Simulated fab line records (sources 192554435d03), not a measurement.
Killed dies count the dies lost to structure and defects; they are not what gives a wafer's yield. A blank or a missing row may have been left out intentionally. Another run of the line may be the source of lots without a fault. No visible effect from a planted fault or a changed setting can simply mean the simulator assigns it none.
fab line records	flow n5Finfet
record: lots: 6	wafers: 18	lastDay: 21
route steps=1938 shown FIN_SAQP@97 BEOL_M4@1111 PASSIVATION@1936
lots that met no fault: taken from a fault-free run of the same line
startH: hours from the record's opening day to when the first of the lot's shown wafers began	waitH: hours elapsed since this lot's preceding step	" unchanged from the row above	L1.1+2: a single row standing in for several wafers	- no value present, or no start provided	* or withheld: withheld	< > ~ a bound
route shown NAME@n: a module of which the file shows steps, and the number in the route of the first	usual: the fault-free wafers' mean and standard deviation	same: alike in all rows	chamber/n: place in a boat	sites: per-site readings	_std_site: the standard deviation of these	_edge_site: mean of outer sites minus mean of inner sites	radiusMm: for every site, how far away it sits from the centre of the wafer	mask NAME#n: copy n	behind: the most recent tool/chamber to have shaped the wafer	hold: cause of the lot's hold/its duration in hours/its outcome	device: transistor that didn't switch, given as n, p or np	end of line: the tests these same wafers got at the end of their route	a step without rows: its recipe alone	killed: not the wafer's yield, but the dies lost to structure and defects at the first sort	map: a wafer's dies, marking killed ones x, the rest . and places with no die _
set.NAME: the setting the step ran with; set.NAME@STEP: the setting that earlier step ran with	model.NAME: the simulator's own value behind a step, which no gauge read
certain route steps with their lots: each step a table, each wafer a row
services: from which hour (startH, from the record's first day; less than 0 if before it) a tool's chamber was out of use, for how many hours, and why
== steps ==
step: N5_FIN_SAQP_THK_MEAS_05
usual: thkNm: 38.2/0.56
lot.wafer	tool	chamber	startH	waitH	thkNm
L445.1	filmMetro-02	-	20.55	0.1	38.4
L445.2	"	-	"	"	38.1
L445.5	"	-	"	"	38.7
L456.4	filmMetro-02	-	87.65	0.0	38.4
L456.5	"	-	"	"	38.4
L456.6	"	-	"	"	38.2
L457.1	filmMetro-01	-	92.93	0.1	38.4
L457.2	"	-	"	"	38.1
L457.6	"	-	"	"	39.1
L458.1	filmMetro-01	-	99.73	0.1	38.4
L458.4	"	-	"	"	39.0
L458.6	"	-	"	"	38.6
L465.1	filmMetro-02	-	145.33	0.1	38.3
L465.5	"	-	"	"	38.8
L465.6	"	-	"	"	39.0
L466.1	filmMetro-02	-	147.94	0.1	38.1
L466.4	"	-	"	"	39.0
L466.6	"	-	"	"	38.8
step: N5_FIN_SAQP_PECVD_47
recipe: material: a-Si	targetThkA: 450	tempC: 400	precursor: SiH4/He	pressureTorr: 3	rfW: 100	timeS: 36.3
usual: heaterPowerW: 850/100	showerheadPlenumPTorr: 5.65/0.053	throttleValvePct: 18.1/1.2
lot.wafer	tool	chamber	startH	waitH	heaterPowerW	showerheadPlenumPTorr	sinceWetCleanH	throttleValvePct
L445.1	pecvd-04	0	20.58	0.0	925	5.65	1087	17.7
L445.2	"	2	"	"	869	5.66	328	16.6
L445.5	"	2	"	"	872	5.67	-	16.3
L456.4	pecvd-04	1	87.71	0.1	753	5.71	-	20.4
L456.5	"	2	"	"	806	5.67	-	16.6
L456.6	"	0	"	"	1017	5.65	-	17.7
L457.1	pecvd-01	0	92.97	0.0	891	5.59	978	19.1
L457.2	"	1	"	"	903	5.71	1703	18.7
L457.6	"	1	"	"	878	5.73	-	18.5
L458.1	pecvd-04	0	99.77	0.0	969	5.63	1166	17.7
L458.4	"	2	"	"	807	5.67	-	16.4
L458.6	"	1	"	"	843	5.70	-	20.5
L465.1	pecvd-04	1	145.37	0.0	862	5.71	1937	20.5
L465.5	"	0	"	"	1024	5.65	-	17.9
L465.6	"	1	"	"	882	5.70	-	20.4
L466.1	pecvd-02	1	147.98	0.0	905	5.69	1577	18.8
L466.4	"	0	"	"	800	5.64	-	17.6
L466.6	"	1	"	"	882	5.71	-	18.7
step: N5_FIN_SAQP_PECVD_48
recipe: material: SiNx	targetThkA: 250	tempC: 400	precursor: SiH4/NH3/N2	pressureTorr: 1.5	rfW: 300	timeS: 22.1
usual: heaterPowerW: 782/90	showerheadPlenumPTorr: 5.12/0.07	throttleValvePct: 39.7/2.7
lot.wafer	tool	chamber	startH	waitH	heaterPowerW	showerheadPlenumPTorr	sinceWetCleanH	throttleValvePct
L445.1	pecvd-04	0	20.62	0.0	807	5.10	1087	38.9
L445.2	"	2	"	"	810	5.15	328	36.3
L445.5	"	2	"	"	788	5.14	-	36.0
L456.4	pecvd-04	1	87.75	0.0	681	5.18	-	44.8
L456.5	"	2	"	"	735	5.13	-	36.5
L456.6	"	0	"	"	832	5.10	-	38.6
L457.1	pecvd-01	0	93.03	0.0	844	5.02	978	42.0
L457.2	"	1	"	"	836	5.23	1703	40.9
L457.6	"	1	"	"	849	5.22	-	41.0
L458.1	pecvd-04	0	99.81	0.0	861	5.11	1166	38.7
L458.4	"	2	"	"	751	5.12	-	36.6
L458.6	"	1	"	"	802	5.19	-	44.7
L465.1	pecvd-04	1	145.43	0.0	778	5.18	1937	44.9
L465.5	"	0	"	"	802	5.10	-	38.7
L465.6	"	1	"	"	770	5.18	-	44.8
L466.1	pecvd-02	1	148.02	0.0	877	5.18	1577	40.8
L466.4	"	0	"	"	716	5.09	-	39.1
L466.6	"	1	"	"	896	5.18	-	40.9
step: N5_FIN_SAQP_PECVD_06
recipe: material: a-Si	targetThkA: 600	tempC: 400	precursor: SiH4/He	pressureTorr: 3	rfW: 100	timeS: 48.1
usual: heaterPowerW: 853/100	showerheadPlenumPTorr: 5.65/0.05	throttleValvePct: 18.1/1.2
lot.wafer	tool	chamber	startH	waitH	heaterPowerW	showerheadPlenumPTorr	sinceWetCleanH	throttleValvePct
L445.1	pecvd-04	0	20.66	0.0	853	5.64	1087	17.7
L445.2	"	2	"	"	886	5.66	328	16.9
L445.5	"	2	"	"	889	5.66	-	16.7
L456.4	pecvd-04	1	87.79	0.0	772	5.69	-	20.5
L456.5	"	2	"	"	817	5.66	-	16.5
L456.6	"	0	"	"	964	5.64	-	17.6
L457.1	pecvd-01	0	93.09	0.0	918	5.59	978	19.3
L457.2	"	1	"	"	980	5.71	1703	18.5
L457.6	"	1	"	"	1007	5.73	-	18.7
L458.1	pecvd-04	0	99.85	0.0	948	5.64	1166	17.9
L458.4	"	2	"	"	767	5.66	-	16.8
L458.6	"	1	"	"	813	5.69	-	20.5
L465.1	pecvd-04	1	145.49	0.0	836	5.70	1937	20.5
L465.5	"	0	"	"	1011	5.65	-	17.7
L465.6	"	1	"	"	842	5.68	-	20.5
L466.1	pecvd-02	1	148.06	0.0	897	5.71	1577	18.6
L466.4	"	0	"	"	830	5.63	-	17.7
L466.6	"	1	"	"	896	5.71	-	19.0
step: N5_FIN_SAQP_THK_MEAS_07
usual: thkNm: 60.1/0.79
lot.wafer	tool	chamber	startH	waitH	thkNm
L445.1	filmMetro-02	-	20.75	0.1	58.5
L445.2	"	-	"	"	59.8
L445.5	"	-	"	"	61.8
L456.4	filmMetro-01	-	87.86	0.0	60.7
L456.5	"	-	"	"	60.8
L456.6	"	-	"	"	59.8
L457.1	filmMetro-01	-	93.21	0.1	60.3
L457.2	"	-	"	"	59.2
L457.6	"	-	"	"	59.7
L458.1	filmMetro-01	-	99.94	0.1	58.5
L458.4	"	-	"	"	60.4
L458.6	"	-	"	"	59.9
L465.1	filmMetro-01	-	145.61	0.1	61.0
L465.5	"	-	"	"	60.0
L465.6	"	-	"	"	61.7
L466.1	filmMetro-02	-	148.15	0.1	59.8
L466.4	"	-	"	"	60.4
L466.6	"	-	"	"	60.7
step: N5_FIN_SAQP_HM_DEP_72
recipe: material: SiO2	targetThkA: 120	tempC: 400	precursor: SiH4/N2O	pressureTorr: 0.75	rfW: 275	timeS: 7.2
usual: heaterPowerW: 810/89	showerheadPlenumPTorr: 8.09/0.16
lot.wafer	tool	chamber	startH	waitH	heaterPowerW	showerheadPlenumPTorr	sinceWetCleanH
L445.1	pecvd-01	1	20.79	0.0	929	8.30	1631
L445.2	"	2	"	"	916	7.89	152
L445.5	"	1	"	"	912	8.30	-
L456.4	pecvd-01	0	87.92	0.1	822	7.93	-
L456.5	"	0	"	"	838	7.90	-
L456.6	"	1	"	"	875	8.30	-
L457.1	pecvd-02	1	93.25	0.0	818	8.23	1522
L457.2	"	2	"	"	578	8.06	43
L457.6	"	2	"	"	569	8.07	-
L458.1	pecvd-02	1	99.97	0.0	770	8.21	1529
L458.4	"	1	"	"	786	8.22	-
L458.6	"	0	"	"	708	8.03	-
L465.1	pecvd-01	0	145.65	0.0	869	7.89	1031
L465.5	"	0	"	"	854	7.88	-
L465.6	"	1	"	"	808	8.30	-
L466.1	pecvd-04	1	148.19	0.0	802	8.24	1940
L466.4	"	0	"	"	922	8.05	-
L466.6	"	1	"	"	790	8.22	-
step: N5_FIN_SAQP_COAT_49
recipe: resist: SOC	tempC: 250	timeS: 60	spinRpm: 1500	resistThkNm: 100
step: N5_FIN_SAQP_COAT_50
recipe: resist: SiARC	tempC: 220	timeS: 60	spinRpm: 1500	resistThkNm: 35
step: N5_FIN_SAQP_COAT_10
recipe: resist: CAR-ArF	spinRpm: 1500	resistThkNm: 90
step: N5_FIN_SAQP_EBR_12
recipe: solvent: PGMEA	ebrWidthMm: 1.5
step: N5_FIN_SAQP_SOFTBAKE_11
recipe: tempC: 110	timeS: 60	resist: CAR-ArF
step: N5_FIN_SAQP_EXPOSE_13
recipe: maskId: FIN_CORE	na: 1.35	sourceShape: dipole	sigmaInner: 0.538	sigmaOuter: 0.738	polarization: te	targetCdNm: 35.6	doseMj: 63.25
step: N5_FIN_SAQP_PEB_14
recipe: pebTempC: withheld	pebTimeS: 60	resist: CAR-ArF
usual: exhaustPa: 44.8/0.86
lot.wafer	tool	chamber	startH	waitH	exhaustPa
L445.1	lithoTrack-01	0	21.04	0.1	45.8
L445.2	"	0	"	"	45.6
L445.5	"	0	"	"	45.3
L456.4	lithoTrack-01	0	88.30	0.0	45.3
L456.5	"	0	"	"	45.3
L456.6	"	0	"	"	43.9
L457.1	lithoTrack-01	0	93.65	0.1	45.3
L457.2	"	0	"	"	43.6
L457.6	"	0	"	"	44.9
L458.1	lithoTrack-03	0	100.35	0.1	45.1
L458.4	"	0	"	"	43.9
L458.6	"	0	"	"	43.3
L465.1	lithoTrack-03	0	145.90	0.1	44.1
L465.5	"	0	"	"	43.4
L465.6	"	0	"	"	43.8
L466.1	lithoTrack-03	0	148.56	0.1	45.2
L466.4	"	0	"	"	44.1
L466.6	"	0	"	"	46.2
step: N5_FIN_SAQP_DEVELOP_15
recipe: developTimeS: 30	developer: TMAH	resist: CAR-ArF	devTempC: 23	rinseLiquid: diw	dry: airSpin
step: N5_FIN_SAQP_CD_MEAS_16
recipe: targetCdNm: 35.6	landingEnergyEv: 500	detector: seInlens
usual: cdNm: 35.6/0.42
same: landingEnergyEv: 500
lot.wafer	tool	chamber	startH	waitH	cdNm
L445.1	cdSem-02	0	21.11	-	36.1
L445.2	"	0	"	"	36.0
L445.5	"	0	"	"	36.7
L456.4	cdSem-02	0	88.37	-	35.4
L456.5	"	0	"	"	35.6
L456.6	"	0	"	"	35.7
L457.1	cdSem-03	0	93.72	-	36.6
L457.2	"	0	"	"	35.4
L457.6	"	0	"	"	35.8
L458.1	cdSem-01	0	100.42	-	35.5
L458.4	"	0	"	"	35.7
L458.6	"	0	"	"	35.6
L465.1	cdSem-03	0	145.97	-	32.7
L465.5	"	0	"	"	33.7
L465.6	"	0	"	"	33.3
L466.1	cdSem-02	0	148.63	-	33.7
L466.4	"	0	"	"	33.2
L466.6	"	0	"	"	33.1
step: N5_FIN_SAQP_OVL_MEAS_17
recipe: pointsPerWafer: 44
usual: FIN_CORE_OVL: 0.1/0.73
lot.wafer	tool	chamber	startH	waitH	FIN_CORE_OVL[nm]
L445.1	overlay-02	0	21.15	0.0	-0.6
L445.2	"	0	"	"	0.0
L445.5	"	0	"	"	-0.3
L456.4	overlay-02	0	88.40	0.0	-0.8
L456.5	"	0	"	"	-0.9
L456.6	"	0	"	"	0.8
L457.1	overlay-01	0	93.76	0.0	0.5
L457.2	"	0	"	"	-0.3
L457.6	"	0	"	"	-1.3
L458.1	overlay-01	0	100.46	0.0	0.9
L458.4	"	0	"	"	0.8
L458.6	"	0	"	"	0.6
L465.1	overlay-01	0	146.01	0.0	-1.2
L465.5	"	0	"	"	-0.8
L465.6	"	0	"	"	-0.6
L466.1	overlay-01	0	148.67	0.0	0.5
L466.4	"	0	"	"	0.3
L466.6	"	0	"	"	1.5
step: N5_BEOL_M4_RC_MEAS_101
usual: DIBL_N: 37.1/2.6	DIBL_P: 38/3	IOFF_N: 0.18/0.052	IOFF_P: 0.25/0.06	ION_N: 678/15	ION_P: 467/8.6	SS_N: 71.7/0.73	SS_P: 73.7/0.89	VT_N: 249/4.3	VT_P: -248/3.8
lot.wafer	tool	chamber	startH	waitH	DIBL_N[mV/V]	DIBL_P[mV/V]	IOFF_N[nA/um]	IOFF_P[nA/um]	ION_N[uA/um]	ION_P[uA/um]	SS_N[mV/dec]	SS_P[mV/dec]	VT_N[mV]	VT_P[mV]
L445.1	prober-01	0	230.79	0.0	35.2	37	0.16	0.23	667	465	71.4	73.5	252	-246
L445.2	"	0	"	"	37.3	42	0.21	0.33	678	471	72.4	74.3	246	-243
L445.5	"	0	"	"	37.4	38	0.22	0.24	671	457	73.1	73.1	249	-246
L456.4	prober-02	0	294.82	0.5	28.1	29	0.07	0.12	629	443	69.9	71.6	261	-260
L456.5	"	0	"	"	37.7	40	0.20	0.28	686	476	71.9	74.0	246	-247
L456.6	"	0	"	"	33.8	34	0.12	0.16	644	448	71.4	72.5	255	-254
L457.1	prober-02	0	300.21	0.0	42.1	43	0.31	0.34	700	469	73.5	74.7	243	-244
L457.2	"	0	"	"	39.0	41	0.23	0.31	687	468	72.3	74.8	241	-246
L457.6	"	0	"	"	34.3	35	0.14	0.21	663	462	70.7	72.8	251	-247
L458.1	prober-02	0	323.11	0.0	34.0	32	0.11	0.16	657	450	71.3	73.2	256	-255
L458.4	"	0	"	"	35.6	33	0.13	0.18	667	457	72.0	73.3	253	-254
L458.6	"	0	"	"	38.1	36	0.18	0.21	687	464	72.2	73.5	251	-254
L465.1	prober-02	0	351.06	0.0	35.2	36	0.15	0.22	664	460	71.5	73.6	251	-249
L465.5	"	0	"	"	37.9	38	0.18	0.24	676	461	72.1	74.6	249	-249
L465.6	"	0	"	"	35.4	36	0.13	0.20	662	461	71.8	72.6	251	-253
L466.1	prober-01	0	402.57	0.0	39.9	41	0.24	0.31	703	485	71.7	75.0	244	-243
L466.4	"	0	"	"	39.5	41	0.23	0.29	687	474	72.1	74.5	246	-246
L466.6	"	0	"	"	39.4	39	0.21	0.24	687	469	71.5	74.3	248	-248
step: N5_PASSIVATION_PROBE_49
usual: defectLimitedYield: 91.4/1.4	killed_at_M0_to_M3: 34/9.1	killed_at_M4_up: 14/5.2	killedAtContacts: 12/6.4	killedAtFrontEnd: 38/11	killedAtOther: 3.7/2.8	killedDies: 102/17	killedOpen: 68/13	killedShort: 32/7.8	sort_bin_4_leakage: 0.05/0.3	sort_bin_5_function: 5.1/1	sort_bin_6_memory: 3.2/0.66	sort_bin_8_speed: 0.1/0.92	sortNPass: 1076/19	sortYieldPct: 91.2/1.6
same: grossDies: 1180	killedAtBackSide: 0
lot.wafer	tool	chamber	startH	waitH	defectLimitedYield[%]	killed_at_M0_to_M3	killed_at_M4_up	killedAtContacts	killedAtFrontEnd	killedAtOther	killedDies	killedOpen	killedShort	sort_bin_4_leakage[%]	sort_bin_5_function[%]	sort_bin_6_memory[%]	sort_bin_8_speed[%]	sortNPass	sortYieldPct[%]
L465.5	prober-02	-	456.34	0.2	89.7	40	5	21	52	4	122	87	34	0	6.6	3.4	0	1058	89.7
killed by level:class
L465.5 FIN_SAQP:geometricParticle:open=19 MOL_CONTACT_COAG:geometricParticle:open=17 STI_FIN_REVEAL:geometricParticle:open=12 BEOL_M2:geometricParticle:open=7 BEOL_M3:geometricParticle:open=7 BEOL_M0_SAQP:geometricParticle:short=7 BEOL_M0:geometricParticle:open=7 FIN_SAQP:geometricParticle:short=5
== services ==
tool	chamber	startH	hours	kind
lithoTrack-03	-	-0.79	-	consumableReplace:filter
pecvd-02	1	3.08	2.1	scheduledDown
pecvd-04	1	5.47	4.1	repair
pecvd-04	0	5.97	5.0	scheduledDown
pecvd-02	2	21.12	-	clean
pecvd-02	2	21.12	-	consumableReplace:showerhead
pecvd-02	2	21.12	29.0	scheduledDown
pecvd-02	2	21.12	29.0	ventCycle
pecvd-01	-	25.99	4.0	repair
pecvd-04	0	35.93	7.1	repair
lithoTrack-01	-	47.74	-	consumableReplace:filter
pecvd-04	-	60.31	0.6	repair
pecvd-04	0	61.29	5.5	scheduledDown
pecvd-02	2	74.09	2.1	scheduledDown
pecvd-02	-	82.07	9.8	repair
pecvd-01	0	99.05	20.3	repair
pecvd-01	0	119.40	5.5	scheduledDown
pecvd-04	2	121.92	5.5	scheduledDown
pecvd-04	-	127.98	6.0	pm
pecvd-04	2	142.11	4.0	repair
== key ==
firstSign: step: N5_FIN_SAQP_CD_MEAS_16	reading: cdNm	direction: down	sigmas: 5.4	usual: 35.6	struck: 33.3
effect none on later readings
metAt N5_FIN_SAQP_PEB_14
struckWafers L465.1,L465.5,L465.6,L466.1,L466.4,L466.6
onsetBetween 100.35 145.90
alsoFits time
fault: kind: processParameterDrift	tool: lithoTrack-03	chamber: -	onsetH: 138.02	steps: N5_FIN_SAQP_PEB_14	channel: pebTempC	offset: withheld	shape: step	endH: 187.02	actsIn: *
